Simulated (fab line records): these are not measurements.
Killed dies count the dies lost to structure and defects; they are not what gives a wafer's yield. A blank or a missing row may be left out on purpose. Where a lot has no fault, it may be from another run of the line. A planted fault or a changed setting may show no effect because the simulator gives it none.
fab line records ; flow n5-finfet ; part 2 of 2: steps 5 to 6 of 6
record lots=24; wafers=72; last-day=18
route steps=1938 shown BEOL_M13@1689 BEOL_M14@1730
lots that met no fault: from a run of the same line without faults
start-h: hours from the record's first day to the start of the lot's first wafer shown ; wait-h: hours elapsed since this lot's preceding step ; " the same as in the row above ; L1.1+2: a row that stands for several wafers ; - value missing, or start not given ; * or withheld: withheld ; < > ~ a bound
route shown NAME@n: a module of which the file shows steps, and the number in the route of the first ; usual: mean/standard deviation of fault-free wafers ; same: alike in all rows ; chamber/n: place in a boat ; sites: each site's reading ; _std_site: their standard deviation ; _edge_site: inner sites' mean taken away from outer sites' mean ; radius-mm: how far each site lies from the wafer's centre ; mask NAME#n: copy n ; behind: the tool/chamber that last shaped the wafer ; hold: the reason the lot was held/the length of the hold in hours/how it ended ; device: names the non-switching transistor (n, p or np) ; end of line: tests run on the same wafers once the route is complete ; step lacking rows: just its recipe ; killed: dies lost to structure and defects at the first sort, not the wafer's yield ; map: a wafer's dies, marking killed ones x, the rest . and places with no die _
set.NAME: the setting the step ran with; set.NAME@STEP: the setting that earlier step ran with ; model.NAME: the simulator's own value behind a step, which no gauge read
route steps across a sampled set of lots; one table per step, one row per wafer
services: when a tool's chamber went out of use (start-h, in hours from the record's first day, below 0 if earlier), for how many hours, and the reason
## steps
# step N5_BEOL_M14_DESCUM_33
# recipe chemistry=O2; time-s=7.9; source-power-w=50; bias-power-w=20; pressure-mtorr=20; rf-frequency-hz=2.712e+07; temp-c=40; o2-flow-sccm=225
# usual drypump-motor-current-A=5.6/0.44; oes-product-au=0.82/0.075; rf-vpp-V=243.2/1.5; showerhead-plenum-p-Torr=2.09/0.079; throttle-valve-pct=20.42/0.19
lot.wafer;tool;chamber;start-h;wait-h;drypump-motor-current-A;oes-product-au;rf-hours-counter-h;rf-vpp-V;showerhead-plenum-p-Torr;throttle-valve-pct
L074.1;rie-diel-06;3;250.95;0.1;5.7;0.96;3;243.9;2.15;20.53
L074.4;rie-diel-06;3;250.95;0.1;5.7;0.95;-;243.8;2.15;20.53
L074.5;rie-diel-06;2;250.95;0.1;5.8;0.68;-;243.6;2.07;20.69
L075.2;rie-diel-05;0;251.70;0.0;5.5;0.83;62;241.7;2.03;20.17
L075.4;rie-diel-05;1;251.70;0.0;6.1;0.86;42;244.1;2.13;20.18
L075.6;rie-diel-05;3;251.70;0.0;5.0;0.86;-;244.7;2.21;20.28
L077.1;rie-diel-06;2;268.06;0.0;5.8;0.69;241;244.8;2.07;20.69
L077.2;rie-diel-06;0;268.06;0.0;4.8;0.81;89;246.1;2.20;20.64
L077.5;rie-diel-06;2;268.06;0.0;5.8;0.68;-;241.7;2.06;20.69
L076.1;rie-diel-05;2;268.55;0.2;5.6;0.83;100;241.6;2.01;20.61
L076.2;rie-diel-05;1;268.55;0.2;6.1;0.87;50;242.7;2.13;20.18
L076.4;rie-diel-05;3;268.55;0.2;5.0;0.85;58;245.2;2.21;20.29
L078.2;rie-diel-06;1;269.74;0.0;6.2;0.82;75;245.0;2.22;20.59
L078.4;rie-diel-06;0;269.74;0.0;4.8;0.82;-;246.3;2.20;20.62
L078.6;rie-diel-06;1;269.74;0.0;6.2;0.82;-;244.9;2.22;20.60
L079.3;rie-diel-06;3;278.47;0.0;5.7;0.91;15;242.8;2.15;20.54
L079.4;rie-diel-06;1;278.47;0.0;6.2;0.82;78;245.6;2.22;20.58
L079.6;rie-diel-06;3;278.47;0.0;5.7;0.91;-;243.6;2.15;20.54
L080.3;rie-diel-01;3;282.92;0.0;5.3;0.77;139;242.6;2.01;20.10
L080.5;rie-diel-01;2;282.92;0.0;5.3;0.75;-;240.2;2.01;20.36
L080.6;rie-diel-01;3;282.92;0.0;5.3;0.77;-;242.1;2.01;20.08
L081.2;rie-diel-06;3;284.59;0.0;5.7;0.90;18;243.8;2.15;20.54
L081.3;rie-diel-06;2;284.59;0.0;5.8;0.69;245;243.0;2.06;20.69
L081.4;rie-diel-06;1;284.59;0.0;6.2;0.81;81;245.4;2.21;20.61
L083.1;rie-diel-01;2;288.45;0.0;5.3;0.74;159;242.9;2.01;20.37
L083.2;rie-diel-01;0;288.45;0.0;6.2;0.94;12;241.7;2.06;20.49
L083.3;rie-diel-01;1;288.45;0.0;5.6;1.00;0;244.1;2.06;20.23
L082.2;rie-diel-01;1;291.62;0.0;5.6;1.00;1;241.2;2.06;20.22
L082.4;rie-diel-01;2;291.62;0.0;5.3;0.73;160;241.9;2.01;20.37
L082.6;rie-diel-01;3;291.62;0.0;5.3;0.76;-;241.2;2.01;20.10
L084.2;rie-diel-01;1;306.40;0.0;5.6;0.96;6;242.0;2.05;20.23
L084.4;rie-diel-01;2;306.40;0.0;5.3;0.74;166;241.7;2.01;20.38
L084.5;rie-diel-01;0;306.40;0.0;6.2;0.93;-;242.1;2.05;20.50
L085.1;rie-diel-01;2;312.63;0.3;5.3;0.73;168;240.6;2.01;20.37
L085.3;rie-diel-01;1;312.63;0.3;5.7;0.96;8;241.3;2.05;20.23
L085.5;rie-diel-01;2;312.63;0.3;5.3;0.74;-;241.6;2.01;20.38
L086.2;rie-diel-01;2;314.71;0.1;5.3;0.73;169;241.8;2.01;20.37
L086.3;rie-diel-01;3;314.71;0.1;5.3;0.75;152;242.1;2.01;20.14
L086.6;rie-diel-01;2;314.71;0.1;5.3;0.72;-;241.6;2.01;20.37
L087.1;rie-diel-05;2;318.50;0.0;5.6;0.80;119;241.7;2.01;20.64
L087.3;rie-diel-05;0;318.50;0.0;5.5;0.81;88;242.5;2.02;20.20
L087.6;rie-diel-05;2;318.50;0.0;5.7;0.80;-;242.7;2.01;20.63
L089.1;rie-diel-05;1;330.82;0.0;6.1;0.82;72;244.2;2.12;20.23
L089.5;rie-diel-05;3;330.82;0.0;5.0;0.82;-;243.4;2.20;20.32
L089.6;rie-diel-05;2;330.82;0.0;5.6;0.81;-;241.4;2.00;20.65
L090.1;rie-diel-05;2;335.16;0.1;5.7;0.81;123;241.9;2.00;20.63
L090.3;rie-diel-05;3;335.16;0.1;5.0;0.81;82;244.7;2.20;20.32
L090.4;rie-diel-05;1;335.16;0.1;6.1;0.83;74;243.6;2.12;20.22
L088.1;rie-diel-06;3;340.28;0.0;5.7;0.85;42;243.5;2.14;20.59
L088.4;rie-diel-06;0;340.28;0.0;4.8;0.78;117;245.3;2.19;20.67
L088.6;rie-diel-06;3;340.28;0.0;5.7;0.86;-;243.1;2.14;20.60
L093.1;rie-diel-06;1;346.15;0.0;6.3;0.79;105;244.7;2.21;20.63
L093.3;rie-diel-06;3;346.15;0.0;5.7;0.86;45;245.0;2.14;20.59
L093.4;rie-diel-06;0;346.15;0.0;4.8;0.77;-;244.7;2.19;20.68
L091.2;rie-diel-06;3;355.90;0.0;5.7;0.85;49;243.5;2.14;20.59
L091.5;rie-diel-06;3;355.90;0.0;5.7;0.85;-;245.8;2.14;20.60
L091.6;rie-diel-06;2;355.90;0.0;5.8;0.92;-;242.4;2.06;20.37
L094.1;rie-diel-05;2;362.20;0.0;5.7;0.79;132;241.2;2.00;20.65
L094.5;rie-diel-05;1;362.20;0.0;6.1;0.81;-;244.4;2.12;20.21
L094.6;rie-diel-05;2;362.20;0.0;5.7;0.79;-;241.7;2.00;20.67
L092.1;rie-diel-05;2;362.87;0.0;5.6;0.78;133;242.2;2.00;20.65
L092.2;rie-diel-05;0;362.87;0.0;5.5;0.78;104;241.7;2.02;20.24
L092.4;rie-diel-05;1;362.87;0.0;6.1;0.81;84;243.8;2.12;20.25
L095.3;rie-diel-01;1;366.59;0.3;5.6;0.92;25;243.4;2.05;20.26
L095.4;rie-diel-01;3;366.59;0.3;5.4;0.74;167;244.8;2.00;20.15
L095.6;rie-diel-01;0;366.59;0.3;6.2;0.88;-;244.3;2.05;20.54
L096.1;rie-diel-01;0;380.26;0.0;6.2;0.87;45;241.7;2.04;20.53
L096.4;rie-diel-01;3;380.26;0.0;5.4;0.74;172;241.2;2.00;20.16
L096.5;rie-diel-01;1;380.26;0.0;5.7;0.91;-;243.2;2.05;20.27
L097.1;rie-diel-01;1;395.52;0.0;5.7;0.89;35;242.4;2.04;20.28
L097.3;rie-diel-01;3;395.52;0.0;5.3;0.72;177;241.7;2.00;20.17
L097.5;rie-diel-01;3;395.52;0.0;5.4;0.72;-;241.9;2.00;20.16
# step N5_BEOL_M14_ETCH_38
# recipe chemistry=CF4/N2; target=SiCN; target-depth-a=1065; taper-deg=2; time-s=120.6; ion-energy-ev=150; mask-material=SiO2; pressure-mtorr=40; source-w=430; bias-w=70; Ar_flow_sccm=100; cf4-flow-sccm=60; n2-flow-sccm=60
# usual drypump-motor-current-A=5.6/0.45; oes-product-au=0.83/0.068; rf-vpp-V=382.5/2; showerhead-plenum-p-Torr=2.21/0.077; throttle-valve-pct=15.42/0.18
lot.wafer;tool;chamber;start-h;wait-h;drypump-motor-current-A;oes-product-au;rf-hours-counter-h;rf-vpp-V;showerhead-plenum-p-Torr;throttle-valve-pct
L074.1;rie-diel-06;3;-;-;5.7;0.96;4;383.3;2.26;15.45
L074.4;rie-diel-06;2;-;-;5.8;0.69;-;380.6;2.18;15.75
L074.5;rie-diel-06;1;-;-;6.2;0.83;-;386.2;2.33;15.51
L075.2;rie-diel-05;3;-;-;5.0;0.84;53;384.2;2.33;15.32
L075.4;rie-diel-05;2;-;-;5.7;0.84;95;379.9;2.13;15.66
L075.6;rie-diel-05;0;-;-;5.5;0.82;-;380.7;2.15;15.21
L077.1;rie-diel-06;0;-;-;4.8;0.82;91;385.7;2.31;15.59
L077.2;rie-diel-06;3;-;-;5.7;0.91;13;382.2;2.26;15.43
L077.5;rie-diel-06;3;-;-;5.7;0.93;-;382.7;2.26;15.44
L076.1;rie-diel-06;1;-;-;6.3;0.82;77;385.5;2.33;15.53
L076.2;rie-diel-06;3;-;-;5.6;0.92;13;383.1;2.26;15.45
L076.4;rie-diel-06;3;-;-;5.7;0.92;-;382.8;2.26;15.45
L078.2;rie-diel-01;3;-;-;5.4;0.77;133;379.8;2.12;15.15
L078.4;rie-diel-01;2;-;-;5.3;0.75;-;379.9;2.12;15.33
L078.6;rie-diel-01;0;-;-;6.2;0.98;-;380.3;2.18;15.42
L079.3;rie-diel-05;1;-;-;6.1;0.86;54;382.6;2.23;15.14
L079.4;rie-diel-05;0;-;-;5.5;0.82;72;380.8;2.15;15.22
L079.6;rie-diel-05;0;-;-;5.5;0.82;-;380.2;2.15;15.21
L080.3;rie-diel-05;1;-;-;6.1;0.86;56;383.7;2.23;15.16
L080.5;rie-diel-05;3;-;-;4.9;0.83;-;384.7;2.33;15.32
L080.6;rie-diel-05;0;-;-;5.5;0.82;-;381.1;2.15;15.23
L081.2;rie-diel-06;3;-;-;5.7;0.91;19;383.3;2.26;15.47
L081.3;rie-diel-06;0;-;-;4.8;0.80;96;384.7;2.31;15.61
L081.4;rie-diel-06;1;-;-;6.2;0.81;81;385.8;2.32;15.53
L083.1;rie-diel-05;0;-;-;5.5;0.82;76;381.8;2.15;15.24
L083.2;rie-diel-05;1;-;-;6.1;0.84;58;383.6;2.23;15.17
L083.3;rie-diel-05;3;-;-;5.0;0.83;66;385.9;2.33;15.34
L082.2;rie-diel-01;3;-;-;5.3;0.77;144;380.7;2.12;15.16
L082.4;rie-diel-01;0;-;-;6.2;0.94;14;380.8;2.17;15.46
L082.6;rie-diel-01;1;-;-;5.6;0.99;-;381.8;2.17;15.18
L084.2;rie-diel-01;3;-;-;5.4;0.76;150;381.5;2.12;15.17
L084.4;rie-diel-01;0;-;-;6.2;0.93;19;381.5;2.17;15.47
L084.5;rie-diel-01;0;-;-;6.2;0.92;-;381.6;2.17;15.47
L085.1;rie-diel-06;3;-;-;5.7;0.89;32;384.6;2.25;15.48
L085.3;rie-diel-06;1;-;-;6.3;0.80;94;384.4;2.32;15.54
L085.5;rie-diel-06;1;-;-;6.3;0.80;-;384.6;2.32;15.54
L086.2;rie-diel-01;3;-;-;5.4;0.76;154;380.3;2.12;15.18
L086.3;rie-diel-01;2;-;-;5.3;0.74;171;381.1;2.11;15.36
L086.6;rie-diel-01;2;-;-;5.3;0.74;-;378.5;2.11;15.35
L087.1;rie-diel-05;2;-;-;5.6;0.82;120;380.8;2.12;15.69
L087.3;rie-diel-05;1;-;-;6.1;0.84;70;383.0;2.23;15.19
L087.6;rie-diel-05;1;-;-;6.1;0.84;-;383.5;2.23;15.18
L089.1;rie-diel-01;1;-;-;5.6;0.94;14;379.3;2.17;15.19
L089.5;rie-diel-01;2;-;-;5.2;0.74;-;379.7;2.11;15.37
L089.6;rie-diel-01;3;-;-;5.4;0.75;-;378.9;2.11;15.21
L090.1;rie-diel-05;3;-;-;5.0;0.81;82;384.6;2.32;15.37
L090.3;rie-diel-05;1;-;-;6.1;0.84;75;383.2;2.23;15.18
L090.4;rie-diel-05;0;-;-;5.5;0.80;94;382.2;2.14;15.28
L088.1;rie-diel-05;0;-;-;5.5;0.80;95;378.9;2.14;15.26
L088.4;rie-diel-05;3;-;-;5.0;0.81;84;384.3;2.32;15.37
L088.6;rie-diel-05;0;-;-;5.5;0.80;-;380.3;2.14;15.26
L093.1;rie-diel-06;1;-;-;6.2;0.78;106;385.3;2.31;15.57
L093.3;rie-diel-06;3;-;-;5.7;0.85;46;382.3;2.25;15.52
L093.4;rie-diel-06;3;-;-;5.7;0.86;-;382.3;2.25;15.51
L091.2;rie-diel-06;1;-;-;6.2;0.79;110;385.8;2.31;15.57
L091.5;rie-diel-06;2;-;-;5.8;0.93;-;380.6;2.17;15.29
L091.6;rie-diel-06;1;-;-;6.2;0.79;-;384.7;2.31;15.59
L094.1;rie-diel-06;0;-;-;4.8;0.79;129;384.4;2.30;15.67
L094.5;rie-diel-06;3;-;-;5.7;0.85;-;383.2;2.25;15.53
L094.6;rie-diel-06;0;-;-;4.8;0.78;-;383.4;2.30;15.66
L092.1;rie-diel-01;1;-;-;5.7;0.91;24;381.4;2.17;15.22
L092.2;rie-diel-01;0;-;-;6.2;0.88;40;380.5;2.16;15.52
L092.4;rie-diel-01;3;-;-;5.3;0.74;167;380.8;2.11;15.22
L095.3;rie-diel-06;2;-;-;5.8;0.92;14;379.5;2.17;15.30
L095.4;rie-diel-06;3;-;-;5.7;0.85;53;383.1;2.24;15.54
L095.6;rie-diel-06;2;-;-;5.8;0.92;-;381.6;2.17;15.33
L096.1;rie-diel-01;0;-;-;6.2;0.87;45;380.3;2.16;15.52
L096.4;rie-diel-01;1;-;-;5.7;0.90;29;381.5;2.16;15.23
L096.5;rie-diel-01;2;-;-;5.3;0.72;-;381.0;2.10;15.40
L097.1;rie-diel-06;0;-;-;4.8;0.77;140;384.9;2.29;15.69
L097.3;rie-diel-06;3;-;-;5.7;0.83;64;383.8;2.24;15.55
L097.5;rie-diel-06;3;-;-;5.7;0.83;-;382.2;2.24;15.55
## services
tool;chamber;start-h;hours;kind
cmp-01;-;230.95;9.8;pm
rie-diel-06;0;248.46;12.2;repair
rie-diel-06;2;253.30;11.7;repair
cmp-02;-;258.91;4.0;pm
cmp-02;-;277.43;2.4;repair
cmp-02;-;283.59;2.3;repair
pvd-sputter-03;-;285.89;3.8;repair
rie-diel-06;2;297.24;-;clean
rie-diel-06;2;297.24;-;consumable-replace:focus-ring
rie-diel-06;2;297.24;22.7;scheduled-down
cmp-01;-;321.40;4.0;pm
rie-diel-06;0;323.11;6.4;repair
rie-diel-05;-;328.94;1.0;repair
cmp-04;-;329.10;0.3;repair
rie-diel-06;1;331.98;7.0;repair
rie-diel-01;3;338.74;10.4;repair
rie-diel-06;2;343.55;9.0;repair
cmp-02;-;345.50;1.2;repair
rie-diel-01;1;346.23;5.1;repair
pvd-sputter-02;-;351.75;1.1;repair
cmp-02;-;352.70;6.3;repair
cmp-02;-;392.84;3.9;pm
pvd-sputter-03;-;395.24;3.6;repair
cmp-04;-;395.56;3.5;repair
